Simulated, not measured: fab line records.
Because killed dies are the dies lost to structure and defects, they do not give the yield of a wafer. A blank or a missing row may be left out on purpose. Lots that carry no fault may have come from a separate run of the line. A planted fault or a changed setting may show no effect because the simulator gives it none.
A struck lot beside a sound one -- flow n5-finfet -- 26 steps out of a route of 1938
Sound: wafers L321.2, L321.5. Wafers L335.2, L335.4, L335.6 were the ones struck. Last of all comes the cause.
Order at every step that has rows: each side's tool, ch and its chambers, its first start. Under that, the readings that differ: sound wafers -- struck wafers -- difference of the means -- sigmas: that difference in standard deviations of wafers without a fault.
alike: words and numbers the same on both sides, and readings whose means are apart by under 2 such deviations; not compared: readings that were withheld, readings missing a value for some wafer, numbers with overlapping values and no deviation given by the record, and bounds like >300 which may hide the same value.
The two part at a step that has a row with sigmas, a row that says differs or no value, or rows on one side only. Non-overlapping numbers with no deviation appear without sigmas and do not part them. A reading missing from all wafers of one side parts the sides only when that side holds two or more wafers.

N5_GATE_CUT_STRIP_21: strips in N2/H2, time 30 s.
  sound on plasma-asher-01 ch 1, day 4 15:35; struck on plasma-asher-02 ch 0,1, day 8 02:37
  alike: drypump-motor-current-A, heater-power-w
  not compared: rf-hours-counter-h
then, 3 steps without rows for these wafers: N5_GATE_CUT_STRIP_29 (strips in post etch residue remover, time 60 s); N5_GATE_CUT_SRD_52 (time 30 s); N5_GATE_CUT_ALD_22 (deposits SiNx, target thk 16 nm, pulse time 1 s, ald cycles 320).
N5_GATE_CUT_CMP_23: polishes, stops on SiO2, t overpolish 23.4 s, target thk 16 nm.
  sound on cmp-02 ch 0, day 4 17:16; struck on cmp-01 ch 1,2,3, day 8 04:20
  alike: motor-current-A, overpolish-run-s, retaining-ring-pressure-frac, time-to-endpoint-s
N5_GATE_CUT_THK_MEAS_24:
  sound: film-metro-02 at day 4 17:31; struck: film-metro-01 at day 8 04:33
  alike: GC_FILL_THK
N5_GATE_CUT_CMP_43: polishes SiO2.
  sound on cmp-04 ch 1,3, day 4 17:43; struck on cmp-02 ch 2,3, day 8 04:40
  alike: motor-current-A, retaining-ring-pressure-frac
then, 1 step without rows for these wafers: N5_GATE_CUT_CMP_61 (polishes, stops on SiNx, t overpolish 3 s).
N5_GATE_CUT_INSPECT_26: inspects for defects (darkfield).
  sound: defect-inspect-02 at day 4 18:16; struck: defect-inspect-02 at day 8 05:17
  alike: raw-defect-count
then, 2 steps without rows for these wafers: N5_MOL_CONTACT_COAG_COAT_103 (time 60 s, resist thk 80 nm); N5_MOL_CONTACT_COAG_COAT_104 (time 60 s, resist thk 12 nm).
N5_MOL_CONTACT_COAG_COAT_58: time 60 s, resist thk 10 nm.
  sound on litho-track-01 ch 0, day 4 18:18; struck on litho-track-01 ch 0, day 8 05:20
reading,sound,struck,difference,sigmas
spin-speed-rpm (rpm),1499.5 1501.4,1183.3 1183.5 1182.4,-317.4,-99 or more
model.underlayer_of_MOL_CONTACT_COAG_COAT_58.thk-nm (nm),10 10,11.2 11.2 11.2,+1.2,
then, 6 steps without rows for these wafers: N5_MOL_CONTACT_COAG_COAT_02 (resist thk 30 nm); N5_MOL_CONTACT_COAG_EBR_04; N5_MOL_CONTACT_COAG_SOFTBAKE_03 (time 60 s); N5_MOL_CONTACT_COAG_EXPOSE_05 (exposes mask CA, defocus 0 nm); N5_MOL_CONTACT_COAG_PEB_06 (peb time 60 s); N5_MOL_CONTACT_COAG_DEVELOP_07 (develop time 30 s).
N5_MOL_CONTACT_COAG_CD_MEAS_08 targets a cd of 28 nm.
  sound on cd-sem-03 ch 0, day 4 18:41; struck on cd-sem-01 ch 0, day 8 05:35
  alike: cd-nm
N5_MOL_CONTACT_COAG_OVL_MEAS_09:
  sound on overlay-01 ch 0, day 4 18:43; struck on overlay-02 ch 0, day 8 05:37
  alike: CA_OVL
N5_MOL_CONTACT_COAG_INSPECT_10: inspects for defects (brightfield).
  sound: defect-inspect-02 at day 4 18:46; struck: defect-inspect-02 at day 8 05:41
  alike: raw-defect-count
N5_MOL_CONTACT_COAG_DESCUM_13: chemistry O2, time 7 s.
  sound on rie-diel-03 ch 2, day 4 18:49; struck on rie-diel-03 ch 1,2, day 8 05:43
  alike: drypump-motor-current-A, oes-product-au, rf-vpp-V, showerhead-plenum-p-Torr, throttle-valve-pct
  not compared: rf-hours-counter-h
N5_MOL_CONTACT_COAG_ETCH_59: etches underlayer in N2/H2, target depth 13 nm, time 10.4 s.
  sound on rie-diel-03 ch 2, day 4 18:50; struck on rie-diel-03 ch 1,2, day 8 05:45
reading,sound,struck,difference,sigmas
etch-rf-on-time-s (s),10.36 10.27,11.92 11.60 11.94,+1.51,+7
model.CAR-EUV_of_MOL_CONTACT_COAG_COAT_02.thk-nm (nm),14.6 14.6,13.2 13.2 13.2,-1.4,
model.etch.depth-nm (nm),9.978 9.956,11.23 11.17 11.21,+1.24,
  alike: drypump-motor-current-A, oes-product-au, rf-vpp-V, showerhead-plenum-p-Torr, throttle-valve-pct
  not compared: rf-hours-counter-h
N5_MOL_CONTACT_COAG_ETCH_105: etches SiARC in CF4, target depth 15.6 nm, time 26 s.
  sound on rie-diel-03 ch 2, day 4 18:52; struck on rie-diel-03 ch 1,2, day 8 05:46
reading,sound,struck,difference,sigmas
model.CAR-EUV_of_MOL_CONTACT_COAG_COAT_02.thk-nm (nm),5.4 5.4,4 4 4,-1,
  alike: cf4-flow-sccm, drypump-motor-current-A, etch-rf-on-time-s, oes-product-au, rf-vpp-V, showerhead-plenum-p-Torr, throttle-valve-pct
  not compared: rf-hours-counter-h
N5_MOL_CONTACT_COAG_ETCH_106: etches SOC in N2/H2, target depth 80 nm, overetch 16 nm, time 120 s.
  sound on rie-diel-03 ch 2, day 4 18:53; struck on rie-diel-03 ch 1,2, day 8 05:47
  alike: drypump-motor-current-A, oes-product-au, rf-vpp-V, showerhead-plenum-p-Torr, throttle-valve-pct
  not compared: rf-hours-counter-h
-- the record jumps here: 8 days lie between the struck wafers' starts before and after (it left off in module MOL_CONTACT_COAG and takes up again in module PASSIVATION, whose first step shown is number 1936 of the route) --
N5_PASSIVATION_PROBE_49:
  sound: prober-02 at day 12 01:37; struck: prober-01 at day 16 02:56
reading,sound,struck,difference,sigmas
killed-at-front-end,31 15,89 39 62,+40,+3
killed-dies,116 85,180 108 167,+51,+3
killed-short,31 28,63 41 64,+26,+3
  alike: killed_at_M0_to_M3, killed_at_M4_up, killed-at-contacts, killed-at-other, killed-open

WHERE THEY PART
First at N5_MOL_CONTACT_COAG_COAT_58; last, within this record, at N5_PASSIVATION_PROBE_49.

WHY: what had been put in by the simulator
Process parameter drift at N5_MOL_CONTACT_COAG_COAT_58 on litho-track-01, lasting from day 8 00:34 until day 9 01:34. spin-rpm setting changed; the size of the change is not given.
